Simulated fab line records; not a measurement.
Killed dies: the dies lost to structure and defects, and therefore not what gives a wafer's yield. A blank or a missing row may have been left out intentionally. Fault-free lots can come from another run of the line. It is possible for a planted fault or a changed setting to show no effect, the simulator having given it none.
Which of the tools did it? + flow n5 finfet + route of 1938 steps, sampled at 1 step: 12 lots, 36 wafers

== WHAT THE GAUGES READ, wafer by wafer ==
N5_BEOL_M13_RS_MEAS_54: the measuring method here is four-point-probe.
| lot  | measured     | on            | M13_RS (ohm/sq)      |
|------|--------------|---------------|----------------------|
| L076 | day 12 12:40 | film metro-01 | 0.0445 0.0451 0.0453 |
| L077 | day 12 22:08 | film metro-01 | 0.0437 0.0449 0.0452 |
| L078 | day 13 03:47 | film metro-02 | 0.0445 0.0442 0.0450 |
| L081 | day 13 07:26 | film metro-02 | 0.0449 0.0442 0.0445 |
| L082 | day 14 08:23 | film metro-01 | 0.0439 0.0450 0.0446 |
| L086 | day 14 23:28 | film metro-02 | 0.0436 0.0437 0.0446 |
| L085 | day 15 13:08 | film metro-02 | 0.0452 0.0447 0.0443 |
| L090 | day 16 02:32 | film metro-02 | 0.0449 0.0448 0.0453 |
| L089 | day 16 18:41 | film metro-01 | 0.0447 0.0443 0.0447 |
| L092 | day 17 06:03 | film metro-01 | 0.0449 0.0449 0.0447 |
| L094 | day 17 17:10 | film metro-01 | 0.0453 0.0452 0.0452 |
| L097 | day 18 12:23 | film metro-02 | 0.0454 0.0440 0.0462 |

== WHAT TOOL EACH LOT RAN ON (gives the tool, then ch and the chambers of the sampled wafers, and finally the start) ==
The record shows no process step preceding these readings.

== THE ANSWER, worked out from the rows above alone ==
Rule: what is usual is taken from the lots themselves. Put in order of their means at a reading, lots are off if they are a third of the lots or fewer, leave a main group of 4 or more, and stand apart from it by a gap of 3 or more times the standard deviation of the main group's means; of several such gaps the widest counts. A main group whose means are all the same, to the digits that the tables above print for the reading, isn't used. Also off: a lot with no number at a reading for which 4 or more lots have one. The other lots that the step has rows for count as sound.
No lot is off at any reading shown: from this, nothing can be told.

== WHAT THE SIMULATOR HAD INSERTED ==
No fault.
